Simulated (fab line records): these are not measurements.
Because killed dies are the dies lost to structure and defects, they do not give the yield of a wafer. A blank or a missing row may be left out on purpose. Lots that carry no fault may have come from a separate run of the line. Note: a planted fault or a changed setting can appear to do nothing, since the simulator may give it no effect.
Matching of chambers | flow n5_finfet | N5_BEOL_M0_SAQP_PECVD_96 on pecvd-04: 3 sister chambers
The step deposits a-Si from SiH4/He, target thk 45 nm, time 45.2 s. 20 wafers are shown with their chamber, then 10 later ones without.

== WAFERS PAIRED WITH THEIR CHAMBERS ==
wafer  | chamber | showerhead_plenum_p_Torr (Torr) | throttle_valve_pct (%) | heater_power_w (W)
L074.2 | 0       | 5.66                            | 19.0                   | 601
L074.3 | 1       | 5.65                            | 18.6                   | 684
L074.6 | 2       | 5.60                            | 18.3                   | 691
L076.1 | 2       | 5.60                            | 18.3                   | 704
L076.3 | 0       | 5.65                            | 18.9                   | 614
L076.4 | 2       | 5.59                            | 18.3                   | 720
L079.2 | 1       | 5.67                            | 18.2                   | 635
L079.4 | 2       | 5.60                            | 18.1                   | 710
L079.5 | 0       | 5.66                            | 18.7                   | 580
L083.3 | 1       | 5.66                            | 18.5                   | 686
L083.5 | 0       | 5.67                            | 18.9                   | 604
L083.6 | 1       | 5.65                            | 18.2                   | 682
L084.2 | 1       | 5.65                            | 18.3                   | 700
L084.5 | 2       | 5.61                            | 18.2                   | 613
L084.6 | 1       | 5.66                            | 18.1                   | 684
L085.3 | 2       | 5.61                            | 18.4                   | 716
L085.4 | 0       | 5.65                            | 19.0                   | 559
L085.6 | 2       | 5.60                            | 18.0                   | 706
L088.1 | 1       | 5.66                            | 18.6                   | 679
L088.2 | 2       | 5.59                            | 18.2                   | 626

SIGNATURES (means of the wafers above)
reading                  | chamber 0 | chamber 1 | chamber 2 | scatter within a chamber
showerhead_plenum_p_Torr | 5.6580    | 5.6571    | 5.6000    | 0.00776
throttle_valve_pct       | 18.900    | 18.357    | 18.225    | 0.159
heater_power_w           | 591.60    | 678.57    | 685.75    | 31.4
Rule: for a wafer and a chamber, the distance is found by dividing, reading by reading, the gap between the wafer's reading and the chamber's mean by the reading's scatter, squaring, summing and taking the root. If the next closest chamber is less than 2 further off than the closest, the wafer can't be placed; otherwise it belongs to the closest. The scatter is the square root of a quotient: the sum, over the shown wafers, of each reading's squared deviation from its chamber's mean, divided by wafers minus chambers.

== WAFERS WITHOUT THEIR CHAMBER ==
wafer  | showerhead_plenum_p_Torr (Torr) | throttle_valve_pct (%) | heater_power_w (W)
L088.4 | 5.67                            | 18.5                   | 679
L093.2 | 5.66                            | 18.7                   | 626
L093.3 | 5.60                            | 18.5                   | 601
L093.4 | 5.64                            | 18.8                   | 569
L094.1 | 5.60                            | 18.5                   | 641
L094.4 | 5.67                            | 18.3                   | 642
L094.5 | 5.65                            | 18.7                   | 598
L095.2 | 5.66                            | 18.3                   | 582
L095.4 | 5.66                            | 18.6                   | 592
L095.6 | 5.67                            | 18.1                   | 584

== THE CHAMBER EACH PASSED THROUGH ==
wafer  | from the rows above     | in truth
L088.4 | 1                       | 1
L093.2 | can't be placed: 0 or 1 | 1
L093.3 | 2                       | 2
L093.4 | 0                       | 0
L094.1 | 2                       | 2
L094.4 | 1                       | 1
L094.5 | can't be placed: 0 or 1 | 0
L095.2 | can't be placed: 1 or 0 | 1
L095.4 | can't be placed: 0 or 1 | 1
L095.6 | can't be placed: 1 or 0 | 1
Correctly placed: 5 of 10. From these rows, 5 cannot be placed; in 5 the true chamber is one of the candidates. Number placed wrongly: 0.
